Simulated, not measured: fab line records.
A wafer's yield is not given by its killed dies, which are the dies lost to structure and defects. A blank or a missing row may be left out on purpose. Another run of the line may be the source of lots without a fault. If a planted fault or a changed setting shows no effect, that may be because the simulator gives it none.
Problem report in the 8D (eight disciplines) form, filled by code    flow nand-harc    the parts of the form that need people (team, actions taken, sign-off) are left out

## 1. WHAT IS WRONG
thk-nm at NHARC_A_ONON_D1_THK_MEAS_21 reads a mean of 1591 nm on 3 wafers of 2 lots; wafers without a fault read 1003 nm with a standard deviation of 7.4. That puts it +79 standard deviations away from the usual mean.
The step: measures by ellipsometry.
Earliest sighting: wafer L958.1 on film-metro-01 at day 13 04:58. At this step, 42 wafers from 14 lots have a number in the record. Rule for "out" (also "out of limits"): further than 4 standard deviations from the usual mean. The other wafers with a number count as sound.

## 2. WHAT IT IS AND WHAT IT IS NOT
question                     is                            is not
which readings at this step  thk-nm                        -
which lots                   L958, L959                    L943, L944, L945, L946, L947, L948, L949, L950, L962, L963, L965, L966
which wafers of those lots   L958.1, L959.1, L959.2        L958.4, L958.5, L959.5
read on which gauges         film-metro-01, film-metro-02  -
when                         from day 13 04:58             up to then (26 sound wafers); but 13 sound wafers of L959, L962, L963, L965, L966 came after

## 3. THE SUSPECTS, EACH WITH WHAT RULES IT OUT
Counting: any tool at a process step up to the reading remains a suspect provided it ran every lot that is out. Sound lots after the first of them don't rule it out here, since some wafers of a struck lot are sound.
- the gauge at NHARC_A_ONON_D1_THK_MEAS_21 is ruled out. The wafers that are out were read on 2 gauges (film-metro-01, film-metro-02).
- pecvd-onon-02 at NHARC_A_ONON_D1_DEP_19 (target thk 1000 nm): kept. Every lot that is out went through it, the first being L958 (day 13 04:27); the last sound lot it ran before that was L948 (day 9 12:01).
After counting, what remains is pecvd-onon-02 at NHARC_A_ONON_D1_DEP_19.

## 4. THE CAUSE (what the simulator had put in)
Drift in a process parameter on pecvd-onon-02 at NHARC_A_ONON_D1_DEP_19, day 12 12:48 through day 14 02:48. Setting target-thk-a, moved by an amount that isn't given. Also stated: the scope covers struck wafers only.
After counting, this tool was the only one left.

## 5. SEQUENCE OF EFFECTS, ordered by route
Rows list readings where the struck wafers' mean (over those with a number) sits beyond 3 standard deviations from the usual. Scope: only readings with a usual standard deviation given in the record; hours: median across lots of the time from each lot's start at the first step in this table that gives one to its start at this step; sigmas: change in usual standard deviations.
hours  step                         reading  usual    on struck wafers  change  sigmas
0      NHARC_A_ONON_D1_THK_MEAS_21  thk-nm   1003 nm  1591              +588    +79

## 6. WHAT WOULD HAVE CAUGHT IT SOONER
In this record the first reading out of limits at a measuring or inspecting step was taken at day 13 04:58, 16 hours after the fault began at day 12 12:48.
Lots out: 2; of these, L959 started NHARC_A_ONON_D1_DEP_19 on pecvd-onon-02 after day 13 04:58. A tool hold placed at that time would have kept it from harm.
